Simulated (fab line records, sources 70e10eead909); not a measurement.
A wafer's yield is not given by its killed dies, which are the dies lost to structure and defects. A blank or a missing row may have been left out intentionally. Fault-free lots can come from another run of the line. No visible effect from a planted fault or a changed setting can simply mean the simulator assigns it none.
Matching of chambers ; flow nand-harc ; NHARC_A_CHANNEL_FILL_D1_ETCHBACK_20 on rie-diel-01 has 4 sister chambers
The step etches the open film in C4F8/O2/Ar, target depth 27 nm, time 13.5 s. 8 wafers are shown with their chamber, then 7 later ones without.

## WAFERS, EACH WITH ITS CHAMBER
wafer;chamber;rf-vpp-V (V);oes-product-au (a.u.)
L486.1;0;969;1.00
L486.5;2;967;0.99
L486.6;1;970;1.00
L487.1;3;986;0.99
L487.4;2;969;0.98
L487.5;0;971;1.01
L489.1;3;986;0.99
L489.4;1;970;1.00

## WAFERS WHOSE CHAMBER IS MISSING
wafer;rf-vpp-V (V);oes-product-au (a.u.)
L489.5;968;1.01
L491.2;986;1.00
L491.3;969;1.00
L491.6;969;1.00
L494.2;985;0.99
L494.4;971;0.98
L494.5;969;0.99

## WHICH CHAMBER EACH WENT THROUGH
wafer;from the rows above;in truth
L489.5;can't be placed: 0 or 1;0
L491.2;3;3
L491.3;can't be placed: 1 or 0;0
L491.6;can't be placed: 1 or 0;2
L494.2;3;3
L494.4;can't be placed: 2 or 1 or 0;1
L494.5;can't be placed: 2 or 1 or 0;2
Correctly placed: 2 of 7. Cannot be placed on the basis of these rows: 5; the candidates contain the true chamber in 4. 0 placed wrongly.
How it was worked out, from the rows above alone: a wafer's distance from a chamber is the root of the sum, over the readings, of the square of ((its reading less the chamber's mean) divided by the reading's scatter). If the next closest chamber is less than 2 further off than the closest, the wafer can't be placed; otherwise it belongs to the closest. The mean given for a chamber averages the wafers shown for that chamber. The scatter is the square root of a quotient: the sum, over the shown wafers, of each reading's squared deviation from its chamber's mean, divided by wafers minus chambers.
